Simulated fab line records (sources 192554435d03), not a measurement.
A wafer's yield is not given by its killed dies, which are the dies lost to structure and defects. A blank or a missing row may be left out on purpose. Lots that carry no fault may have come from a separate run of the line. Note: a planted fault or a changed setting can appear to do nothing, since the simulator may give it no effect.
Which of the tools did it?	flow n5 finfet	Sampling: 24 lots, 72 wafers, 2 of 1938 route steps

## WHAT THE GAUGES SHOWED, per wafer
N5_BEOL_M1_THK_MEAS_53: measures by xrf. Usual: for M1_THK the level is 40.6 nm and the standard deviation is 1.7.
lot	measured	on	M1_THK (nm)	flag
L074	day 6 07:01	film metro-01	41.0 43.9 44.1	
L075	day 6 11:02	film metro-01	39.8 40.1 38.7	
L076	day 6 23:26	film metro-02	39.6 39.2 41.0	
L077	day 7 14:32	film metro-01	39.6 41.0 42.4	
L078	day 7 18:04	film metro-01	42.4 42.6 44.0	
L079	day 8 06:35	film metro-01	39.9 39.0 43.4	
L080	day 8 13:00	film metro-02	40.7 39.9 43.9	
L081	day 8 14:53	film metro-01	40.3 42.2 41.6	
L083	day 8 16:43	film metro-02	42.7 42.1 40.3	
L082	day 8 18:07	film metro-01	41.8 42.6 42.0	
L084	day 9 12:56	film metro-02	41.2 39.3 42.0	
L085	day 9 13:01	film metro-01	38.4 39.1 40.4	
L086	day 9 13:17	film metro-02	40.6 40.8 40.7	
L088	day 9 20:50	film metro-01	39.1 43.0 40.7	
L087	day 10 01:14	film metro-02	41.7 39.1 41.9	
L089	day 10 04:49	film metro-01	39.5 42.0 41.5	
L090	day 10 19:06	film metro-02	41.0 41.1 42.4	
L091	day 10 20:46	film metro-01	37.4 40.6 39.3	
L092	day 11 11:02	film metro-02	38.0 39.8 36.5	
L093	day 11 13:19	film metro-02	41.9 40.3 39.1	
L094	day 11 18:49	film metro-01	40.1 38.8 39.6	
L097	day 12 06:49	film metro-01	39.7 37.0 40.6	
L095	day 12 06:58	film metro-02	36.8 41.1 40.3	
L096	day 12 07:58	film metro-02	38.1 41.4 40.9	

N5_BEOL_M2_INSPECT_13: inspects for defects (brightfield). Usual: 405 for raw defect count, sd 99.
lot	measured	on	raw defect count	flag
L074	day 6 09:31	defect inspect-01	466 424 416	
L075	day 6 12:39	defect inspect-02	328 308 425	
L076	day 7 00:25	defect inspect-02	465 412 398	
L077	day 7 15:43	defect inspect-02	594 546 429	
L078	day 7 19:14	defect inspect-02	380 402 390	
L079	day 8 07:50	defect inspect-01	369 386 354	
L080	day 8 15:08	defect inspect-01	218 252 457	
L081	day 8 17:10	defect inspect-02	585 528 492	
L083	day 8 18:28	defect inspect-01	348 312 173	
L082	day 8 19:13	defect inspect-01	397 274 353	
L084	day 9 14:23	defect inspect-02	571 442 435	
L085	day 9 14:50	defect inspect-02	450 419 526	
L086	day 9 14:53	defect inspect-02	321 257 272	
L088	day 9 22:20	defect inspect-02	396 354 440	
L087	day 10 04:19	defect inspect-01	429 450 386	
L089	day 10 07:28	defect inspect-01	499 313 321	
L090	day 10 20:47	defect inspect-01	239 317 323	
L091	day 10 23:50	defect inspect-02	408 377 319	
L092	day 11 12:46	defect inspect-01	516 468 399	
L093	day 11 15:08	defect inspect-01	429 367 342	
L094	day 11 20:43	defect inspect-01	316 453 333	
L097	day 12 08:20	defect inspect-01	446 462 376	
L095	day 12 08:45	defect inspect-01	333 548 467	
L096	day 12 10:05	defect inspect-01	492 461 797	

## WHICH TOOL RAN EACH LOT (tool, then ch and the chambers of the sampled wafers, then the start)
No process step before these readings appears in the record.

## AS READ BY THE TOOLS THEMSELVES (means over the sampled wafers that have a number; for cases with no such wafer, the mark the record gives instead)
The record holds no such reading with a usual standard deviation.

## THE ANSWER, worked out from the rows above alone
Rule: a lot counts as off when the mean over its wafers that have a number is more than 3 standard deviations away from the usual mean. Also off: a lot with no number at a reading for which 4 or more lots have one. Where the step has rows for the other lots, those lots are counted as sound. The gauges are gone through in route order, then the tools' own readings, and for those a lot's mean is taken as printed above. At the first step where some lot is off, the reading lying furthest off is the one used; lots without a number count as furthest.
Across all readings shown, no lot is off: no conclusion can be drawn from this.

## WHAT WAS PUT IN BY THE SIMULATOR
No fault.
